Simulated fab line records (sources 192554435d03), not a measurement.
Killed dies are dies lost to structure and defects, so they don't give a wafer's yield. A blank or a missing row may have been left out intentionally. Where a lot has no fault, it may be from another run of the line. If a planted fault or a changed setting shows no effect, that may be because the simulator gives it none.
Problem report in the 8D (eight disciplines) form, filled by code + flow n5 finfet + the parts of the form that need people (team, actions taken, sign-off) are left out

## 1. THE PROBLEM
Mean of susceptor temp C at N5_BEOL_M7_ILD_DEP_00: 295.45 C across 2 wafers in 2 lots; on wafers with no fault it is 299.99 C (standard deviation 0.2). Relative to the usual mean, that is a shift of -23 standard deviations.
The step: deposits SiCOH lowk from DEMS/porogen, target thk 179.75 nm, time 33.4 s.
First observed at day 11 13:37: wafer L662.3, on pecvd-03. At this step, 36 wafers from 13 lots have a number in the record. Rule for "out", or "out of limits": more than 4 standard deviations from the usual mean. The rest of the wafers with a number are treated as sound.

## 2. WHAT IT IS, AND WHAT IT ISN'T
| question                    | is                | is not                                                                                                                    |
|-----------------------------|-------------------|---------------------------------------------------------------------------------------------------------------------------|
| which readings at this step | susceptor temp C  | heater power w, showerhead plenum p Torr                                                                                  |
| which lots                  | L662, L665        | L658, L659, L661, L666, L668, L669, L671, L674, L676, L677, L679                                                          |
| which wafers of those lots  | L662.3, L665.1    | L662.1, L662.4, L665.2                                                                                                    |
| read on which tools         | pecvd-03          | pecvd-01, pecvd-02                                                                                                        |
| when                        | from day 11 13:37 | up to then (7 sound wafers); but 27 sound wafers of L661, L665, L666, L668, L669, L671, L674, L676, L677, L679 came after |

## 3. THE SUSPECTS, EACH WITH WHAT RULES IT OUT
Counting: if a tool at a process step up to the reading ran every lot that is out, it stays a suspect. Sound lots after the first of them don't rule it out here, since some wafers of a struck lot are sound.
- pecvd-03 at N5_BEOL_M7_ILD_DEP_00 (deposits SiCOH lowk from DEMS/porogen, target thk 179.75 nm, time 33.4 s): kept. Every lot that is out went through it, the first being L662 (day 11 13:37); the last sound lot it ran before that was L659 (day 10 16:57). Out on those wafers are its own readings of susceptor temp C.
- Within pecvd-03 at N5_BEOL_M7_ILD_DEP_00: the wafers that are out ran in chamber 0; their sound lot-mates ran in chambers 1, 2.
Remaining after the count: pecvd-03 at N5_BEOL_M7_ILD_DEP_00.

## 4. THE CAUSE (what the simulator had put in)
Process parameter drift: pecvd-03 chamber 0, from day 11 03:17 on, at N5_BEOL_M7_ILD_DEP_00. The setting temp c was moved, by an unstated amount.
Only this tool survived the counting.

## 5. SEQUENCE OF EFFECTS, ordered by route
Each row: a reading whose mean over the struck wafers that have a number lies more than 3 standard deviations from the usual. Only readings for which the record gives a usual standard deviation are gone through. hours: the time from each lot's start at the first step in this table that gives one to its start at this step, as a median over the lots. sigmas: the change in usual standard deviations.
| hours | step                  | reading          | usual    | on struck wafers | change | sigmas |
|-------|-----------------------|------------------|----------|------------------|--------|--------|
| 0     | N5_BEOL_M7_ILD_DEP_00 | susceptor temp C | 299.99 C | 295.45           | -4.54  | -23    |
Here are the process steps it includes:
- N5_BEOL_M7_ILD_DEP_00: deposits SiCOH lowk from DEMS/porogen, target thk 179.75 nm, time 33.4 s.

## 6. WHAT WOULD HAVE CAUGHT IT SOONER
First out-of-limits reading in this record: day 11 13:37, which is 10 hours after fault onset at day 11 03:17.
